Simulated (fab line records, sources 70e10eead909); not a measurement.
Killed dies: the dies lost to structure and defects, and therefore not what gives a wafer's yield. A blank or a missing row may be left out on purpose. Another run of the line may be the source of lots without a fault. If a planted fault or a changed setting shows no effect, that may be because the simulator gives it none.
Chamber matching + flow nand-harc + 4 sister chambers for NHARC_THIN_TSV_ETCHBACK_48 on rie-diel-07
The step etches the open film in C4F8/Ar, target depth 1028.5 nm, time 405.17 s. 4 wafers are shown with their chamber, then 10 later ones without.

## WAFERS PAIRED WITH THEIR CHAMBERS
| wafer  | chamber | rf-vpp-V (V) |
|--------|---------|--------------|
| L198.2 | 1       | 552          |
| L198.5 | 2       | 546          |
| L196.2 | 3       | 543          |
| L196.4 | 0       | 548          |

## WAFERS MISSING THEIR CHAMBER
| wafer  | rf-vpp-V (V) |
|--------|--------------|
| L196.6 | 551          |
| L202.2 | 543          |
| L202.5 | 551          |
| L202.6 | 551          |
| L200.4 | 550          |
| L200.5 | 543          |
| L200.6 | 543          |
| L203.3 | 546          |
| L203.4 | 550          |
| L203.5 | 545          |

## WHICH CHAMBER EACH WENT THROUGH
| wafer  | from the rows above          | in truth                   |
|--------|------------------------------|----------------------------|
| L196.6 | can't be placed: 1 or 0      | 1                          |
| L202.2 | 3                            | 3                          |
| L202.5 | can't be placed: 1 or 0      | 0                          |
| L202.6 | can't be placed: 1 or 0      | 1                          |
| L200.4 | can't be placed: 0 or 1 or 2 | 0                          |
| L200.5 | 3                            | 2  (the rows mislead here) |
| L200.6 | 3                            | 3                          |
| L203.3 | can't be placed: 2 or 0      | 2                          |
| L203.4 | can't be placed: 0 or 1 or 2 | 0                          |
| L203.5 | can't be placed: 2 or 3 or 0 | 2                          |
Correct placement for 2 of the 10. Can't be placed from these rows: 7 (the true chamber is among the candidates in 7). 1 placed wrongly.
How it was worked out, from the rows above alone: a wafer's distance from a chamber is the root of the sum, over the readings, of the square of ((its reading less the chamber's mean) divided by the reading's scatter). The wafer belongs to the nearest chamber; if the next one is less than 2 further off, it can't be placed. Each chamber's mean is taken over the wafers shown for it. The scatter: with one shown wafer a chamber, the root of the mean of the squares of how far each hidden wafer lies from its nearest shown one.
